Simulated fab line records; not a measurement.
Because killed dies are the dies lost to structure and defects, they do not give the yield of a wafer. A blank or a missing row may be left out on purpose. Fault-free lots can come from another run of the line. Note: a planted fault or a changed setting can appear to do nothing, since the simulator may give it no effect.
Chamber matching	flow n5_finfet	N5_SD_EPI_P_ETCH_16 on rie_diel-06: 4 sister chambers
The step etches SiO2 in CHF3/O2, target depth 5 nm. 4 wafers are shown with their chamber, then 11 later ones without.

## WAFERS WITH THEIR CHAMBER
wafer	chamber	drypump_motor_current_A (A)
L088.4	2	5.7
L091.2	3	5.9
L091.6	0	5.8
L094.1	1	6.6

## WAFERS MISSING THEIR CHAMBER
wafer	drypump_motor_current_A (A)
L094.4	5.7
L094.6	5.6
L095.1	5.6
L095.4	6.6
L095.5	6.6
L097.2	6.6
L097.3	5.9
L097.6	5.9
L096.3	5.9
L096.4	5.7
L096.6	5.9

## CHAMBER TAKEN BY EACH
wafer	from the rows above	in truth
L094.4	2	2
L094.6	2	2
L095.1	2	2
L095.4	1	1
L095.5	1	1
L097.2	1	1
L097.3	3	3
L097.6	3	3
L096.3	3	3
L096.4	2	2
L096.6	3	3
11 of 11 placed correctly. From these rows, 0 cannot be placed. 0 placed wrongly.
How it was worked out, from the rows above alone: a wafer's distance from a chamber is the root of the sum, over the readings, of the square of ((its reading less the chamber's mean) divided by the reading's scatter). If the next closest chamber is less than 2 further off than the closest, the wafer can't be placed; otherwise it belongs to the closest. The mean given for a chamber averages the wafers shown for that chamber. The scatter: with one shown wafer a chamber, the root of the mean of the squares of how far each hidden wafer lies from its nearest shown one.
